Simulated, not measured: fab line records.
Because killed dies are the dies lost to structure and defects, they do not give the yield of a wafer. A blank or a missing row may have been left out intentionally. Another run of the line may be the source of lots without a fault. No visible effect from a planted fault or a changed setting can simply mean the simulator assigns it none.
Chamber matching / flow n5_finfet / N5_ILD0_ALD_15 on ald_sin-01: 4 sister chambers
The step deposits SiNx, target thk 24 nm, pulse time 1 s, ald cycles 480. 7 wafers are shown with their chamber, then 8 later ones without.

## WAFERS PAIRED WITH THEIR CHAMBERS
wafer=L086.1; chamber=3; heater_power_w (W)=712; precursor_pulse_height_rel=0.977
wafer=L089.2; chamber=2; heater_power_w (W)=831; precursor_pulse_height_rel=1.013
wafer=L089.3; chamber=3; heater_power_w (W)=721; precursor_pulse_height_rel=1.007
wafer=L089.6; chamber=2; heater_power_w (W)=853; precursor_pulse_height_rel=0.971
wafer=L091.5; chamber=1; heater_power_w (W)=914; precursor_pulse_height_rel=0.996
wafer=L091.6; chamber=0; heater_power_w (W)=676; precursor_pulse_height_rel=1.008
wafer=L094.2; chamber=1; heater_power_w (W)=909; precursor_pulse_height_rel=1.017

## WAFERS WITH NO CHAMBER GIVEN
wafer=L094.3; heater_power_w (W)=721; precursor_pulse_height_rel=0.998
wafer=L094.4; heater_power_w (W)=852; precursor_pulse_height_rel=0.988
wafer=L095.1; heater_power_w (W)=708; precursor_pulse_height_rel=1.026
wafer=L095.3; heater_power_w (W)=845; precursor_pulse_height_rel=1.006
wafer=L095.4; heater_power_w (W)=686; precursor_pulse_height_rel=0.982
wafer=L096.2; heater_power_w (W)=863; precursor_pulse_height_rel=1.007
wafer=L096.3; heater_power_w (W)=940; precursor_pulse_height_rel=1.002
wafer=L096.6; heater_power_w (W)=853; precursor_pulse_height_rel=1.004

## THE CHAMBER EACH PASSED THROUGH
wafer=L094.3; from the rows above=3; in truth=3
wafer=L094.4; from the rows above=2; in truth=2
wafer=L095.1; from the rows above=can't be placed: 3 or 0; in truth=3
wafer=L095.3; from the rows above=2; in truth=2
wafer=L095.4; from the rows above=can't be placed: 0 or 3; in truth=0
wafer=L096.2; from the rows above=2; in truth=2
wafer=L096.3; from the rows above=1; in truth=1
wafer=L096.6; from the rows above=2; in truth=2
6 of 8 placed correctly. From these rows, 2 cannot be placed; in 2 the true chamber is one of the candidates. Placed wrongly: 0.
How it was worked out, from the rows above alone: a wafer's distance from a chamber is the root of the sum, over the readings, of the square of ((its reading less the chamber's mean) divided by the reading's scatter). The wafer belongs to the nearest chamber; if the next one is less than 2 further off, it can't be placed. Each chamber's mean is taken over the wafers shown for it. The scatter: take each reading less its chamber's mean, square it, sum over the shown wafers, divide by the number of wafers less the number of chambers, and take the root.
